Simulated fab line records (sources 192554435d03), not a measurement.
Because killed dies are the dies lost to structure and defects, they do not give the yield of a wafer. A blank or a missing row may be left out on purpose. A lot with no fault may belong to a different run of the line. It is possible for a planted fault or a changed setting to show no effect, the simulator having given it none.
A lot that was struck, set against a sound lot    flow n5-finfet    16 out of 1938 route steps
Sound: wafers L753.1, L753.2, L753.4. Wafers struck: L750.3, L750.4, L750.6. The cause comes at the end.
For every step that has rows: the tool of each side, followed by ch and its chambers, followed by its first start. Under that, the readings that differ: sound wafers    struck wafers    difference of the means    sigmas: that difference in standard deviations of wafers without a fault.
alike: readings whose means differ by less than 2 such deviations, and words and numbers that are the same on both sides. not compared: withheld readings, readings that some wafer has no value for, bounds like >300 that may hide the same value, and numbers for which the record gives no deviation and whose values overlap.
Wherever a step has rows on one side only, a row that says differs or no value, or a row with sigmas, the two part there. Numbers that have no deviation but don't overlap get no sigmas and don't part them. A reading that every wafer of one side lacks parts them only if that side has two wafers or more.

first, 6 steps without rows for these wafers: N5_BEOL_M4_CVD_47 (deposits Co from CCTBA/H2, target thk 3 nm, time 223.8 s); N5_BEOL_M4_SPUTTER_48 (material Cu, target thk 4.5 nm, time 8.29 s); N5_BEOL_M4_ANNEAL_49 (time 240 s); N5_BEOL_M4_SPUTTER_79 (material Cu, target thk 4.5 nm, time 8.29 s); N5_BEOL_M4_ANNEAL_80 (time 240 s); N5_BEOL_M4_SPUTTER_81 (material Cu, target thk 4.5 nm, time 8.29 s).
N5_BEOL_M4_ANNEAL_82: time 240 s.
  sound on pvd-sputter-02 at day 13 23:55; struck on pvd-sputter-03 at day 13 03:35
  alike: heater-power-w, susceptor-temp-C
then, 1 step without rows for these wafers: N5_BEOL_M4_SPUTTER_86 (material Cu, target thk 4.5 nm, time 8.29 s).
N5_BEOL_M4_ANNEAL_87: time 240 s.
  sound on pvd-sputter-02 at day 14 00:08; struck on pvd-sputter-03 at day 13 03:48
  alike: heater-power-w, susceptor-temp-C
then, 1 step without rows for these wafers: N5_BEOL_M4_SPUTTER_88 (material Cu, target thk 4.5 nm, time 8.29 s).
N5_BEOL_M4_ANNEAL_89: time 240 s.
  sound on pvd-sputter-02 at day 14 00:23; struck on pvd-sputter-03 at day 13 04:01
  alike: heater-power-w, susceptor-temp-C
N5_BEOL_M4_SPUTTER_90: material Cu, target thk 4.5 nm, time 8.29 s.
  sound on pvd-sputter-02 at day 14 00:32; struck on pvd-sputter-03 at day 13 04:10
  alike: throttle-valve-pct
N5_BEOL_M4_ANNEAL_91: time 240 s.
  sound on pvd-sputter-02 at day 14 00:37; struck on pvd-sputter-03 at day 13 04:14
  no value came back on the struck wafers for heater-power-w (W), susceptor-temp-C (C); on the sound wafers heater-power-w (W) reads 816 849 980
N5_BEOL_M4_SPUTTER_92: material Cu, target thk 4.5 nm, time 8.29 s.
  sound on pvd-sputter-02 at day 14 00:46; struck on pvd-sputter-03 at day 13 04:23
  alike: throttle-valve-pct
N5_BEOL_M4_RC_MEAS_101:
  sound on prober-01 ch 0, day 14 02:22; struck on prober-01 ch 0, day 13 06:28
  alike: DIBL_N, DIBL_P, IOFF_N, IOFF_P, ION_N, ION_P, SS_N, SS_P, VT_N, VT_P
-- record jumps: 5 days separate the struck wafers' starts on either side; left off in module BEOL_M4, taken up again in module PASSIVATION, whose first shown step is the route's number 1936 --
N5_PASSIVATION_PROBE_49:
  rows exist in the record for the struck wafers here (prober-02, day 18 04:53), but not for the sound ones

WHERE THEY PART
First at N5_BEOL_M4_ANNEAL_91; last, within this record, at N5_PASSIVATION_PROBE_49.

WHY: what the simulator had put in
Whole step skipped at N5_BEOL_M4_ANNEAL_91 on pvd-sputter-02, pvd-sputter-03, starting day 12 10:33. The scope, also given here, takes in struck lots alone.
